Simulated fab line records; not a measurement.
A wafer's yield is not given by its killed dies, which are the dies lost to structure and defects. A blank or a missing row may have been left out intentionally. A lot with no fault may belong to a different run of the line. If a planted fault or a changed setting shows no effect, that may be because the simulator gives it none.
A struck lot beside a sound one	flow nand harc	15 steps out of a route of 1302
Sound: wafers L342.1, L342.3, L342.5. Struck: wafers L335.2, L335.5, L335.6. The cause is named last.
Each step with rows lists, per side, the tool, then ch with its chambers, then its first start. Under that, the readings that differ: sound wafers	struck wafers	difference of the means	sigmas: that difference in standard deviations of wafers without a fault.
alike: same words and numbers on both sides, and readings whose means sit less than 2 such deviations apart. not compared: any withheld reading, any reading some wafer has no value for, any bound like >300 that may hide the same value, and any number with overlapping values for which the record gives no deviation.
The two part at a step that has a row with sigmas, a row that says differs or no value, or rows on one side only. Non-overlapping numbers with no deviation appear without sigmas and do not part them. Lack of a reading on every wafer of one side parts them only where that side has two or more wafers.

NHARC_A_CHANNEL_HOLE_D2_ETCH_44: etches the open film in CF4/O2, target depth 140 nm, overetch 14 nm, time 77 s.
  sound on rie diel-02 ch 0,2,3, day 20 15:33; struck on rie diel-02 ch 0,1,3, day 17 22:35
  alike: drypump motor current A, mfc ar sccm, oes_ar_750_au, oes product au, rf vpp V, showerhead plenum p Torr, throttle valve pct
  not compared: rf hours counter h
NHARC_A_CHANNEL_HOLE_D2_STRIP_28: strips in O2.
  sound on rie diel-02 ch 0,1,3; struck on rie diel-02 ch 0,1,3
  alike: drypump motor current A, mfc ar sccm, oes product au, rf vpp V, showerhead plenum p Torr, throttle valve pct
  not compared: rf hours counter h
then, 2 steps without rows for these wafers: NHARC_A_CHANNEL_HOLE_D2_PRECLEAN_29 (cleans in SC1); NHARC_A_CHANNEL_HOLE_D2_SRD_30.
NHARC_A_CHANNEL_HOLE_D2_CD_MEAS_31:
  sound: cd sem-01 at day 20 16:20; struck: cd sem-02 at day 17 23:22
  alike: cd nm
following that, these wafers have no rows for 1 step: NHARC_A_CHANNEL_HOLE_D2_XSEM_32.
NHARC_A_CHANNEL_HOLE_D2_INSPECT_40:
  sound: defect inspect-02 at day 20 16:31; struck: defect inspect-02 at day 17 23:33
  alike: raw defect count
then, 2 steps without rows for these wafers: NHARC_A_CHANNEL_FILL_D2_PRECLEAN_00 (cleans in SC1); NHARC_A_CHANNEL_FILL_D2_SRD_01.
NHARC_A_CHANNEL_FILL_D2_ALD_02: deposits SiO2, target thk 6 nm, pulse time 10 s, ald cycles 60.
  sound on ald hk-03 ch 1,3, day 20 16:51; struck on ald hk-01 ch 1,2,3, day 17 23:53
  alike: heater power w, precursor pulse height rel, susceptor temp C
NHARC_A_CHANNEL_FILL_D2_ALD_03: deposits SiNx, target thk 6 nm, pulse time 60 s, ald cycles 58.
  sound on ald sin batch-03 ch 0; struck on ald sin batch-03 ch 0
reading	sound	struck	difference	sigmas
susceptor temp C (C)	- - -	629.87 629.96 629.59	no value on the sound wafers	
  alike: precursor pulse height rel
NHARC_A_CHANNEL_FILL_D2_ALD_14: deposits SiO2, target thk 2.5 nm, pulse time 10 s, ald cycles 25.
  sound on ald hk-03 ch 1,2,3, day 21 01:55; struck on ald hk-03 ch 0,2,3, day 18 06:51
reading	sound	struck	difference	sigmas
susceptor temp C (C)	- - -	300.07 300.13 300.33	no value on the sound wafers	
  alike: heater power w, precursor pulse height rel
NHARC_A_CHANNEL_FILL_D2_ALD_15: deposits SiNx, target thk 2 nm, pulse time 60 s, ald cycles 19.
  sound on ald sin batch-01 ch 0, day 21 04:58; struck on ald sin batch-02 ch 0, day 18 08:35
reading	sound	struck	difference	sigmas
susceptor temp C (C)	- - -	603.7 604.0 604.6	no value on the sound wafers	
  alike: precursor pulse height rel
then, 1 step without rows for these wafers: NHARC_A_CHANNEL_FILL_D2_ALD_16 (deposits SiO2, target thk 1.5 nm, pulse time 10 s, ald cycles 15).
-- the record jumps here: 10 days lie between the struck wafers' starts before and after (it left off in module A_CHANNEL_FILL_D2 and takes up again in module END, whose first step shown is number 1302 of the route) --
NHARC_END_SORT_01:
  sound on prober-02 ch 0, day 31 09:43; struck on prober-01 ch 0, day 28 08:01
  alike: killed at array, killed at other, killed at periphery, killed dies, killed open, killed short

WHERE THEY PART
Earliest at NHARC_A_CHANNEL_FILL_D2_ALD_03; latest, in this record, at NHARC_A_CHANNEL_FILL_D2_ALD_15. Later steps at which nothing parts them and some readings are alike: NHARC_END_SORT_01.

WHY: whatever the simulator had introduced
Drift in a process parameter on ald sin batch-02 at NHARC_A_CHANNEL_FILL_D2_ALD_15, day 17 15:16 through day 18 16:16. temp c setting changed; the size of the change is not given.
